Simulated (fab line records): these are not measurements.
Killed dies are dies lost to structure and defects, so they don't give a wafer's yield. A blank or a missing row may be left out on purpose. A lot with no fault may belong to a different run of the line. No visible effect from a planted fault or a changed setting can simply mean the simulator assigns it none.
Which tool was responsible? ; flow n5-finfet ; 27 wafers sampled from 9 lots at 1 step of a route of 1938

## WHAT THE GAUGES READ, wafer by wafer
N5_HKMG_FIN_THK_MEAS_70: measures by xrf.
lot;measured;on;HK_THK (nm)
L511;day 4 10:44;film-metro-01;1.557 1.556 1.559
L512;day 4 15:02;film-metro-01;1.550 1.557 1.544
L514;day 5 11:21;film-metro-01;1.568 1.557 1.561
L515;day 5 12:31;film-metro-02;1.568 1.541 1.577
L520;day 6 15:04;film-metro-01;1.568 1.582 1.605
L529;day 8 22:34;film-metro-02;1.584 1.579 1.545
L531;day 9 08:31;film-metro-02;1.572 1.598 1.566
L532;day 9 23:20;film-metro-01;1.578 1.568 1.572
L533;day 9 23:39;film-metro-01;1.575 1.567 1.593

## WHAT TOOL EACH LOT RAN ON (gives the tool, then ch and the chambers of the sampled wafers, and finally the start)
Record: no process step prior to these readings.

## THE ANSWER, worked out from the rows above alone
Rule: the lots themselves supply what counts as usual. The widest of any qualifying gaps counts: lots, ordered by their means at a reading, are off when they make up no more than a third of the lots, leave a main group of 4 or more, and stand apart from it by 3 or more times the standard deviation of that group's means. A main group is skipped when, at the precision printed for the reading in the tables above, its means are all equal. A lot without any number at a reading at which 4 lots or more have one is off too. Where the step has rows for the other lots, those lots are counted as sound.
None of the lots is off at any reading shown; this tells nothing.

## WHAT HAD BEEN PUT IN BY THE SIMULATOR
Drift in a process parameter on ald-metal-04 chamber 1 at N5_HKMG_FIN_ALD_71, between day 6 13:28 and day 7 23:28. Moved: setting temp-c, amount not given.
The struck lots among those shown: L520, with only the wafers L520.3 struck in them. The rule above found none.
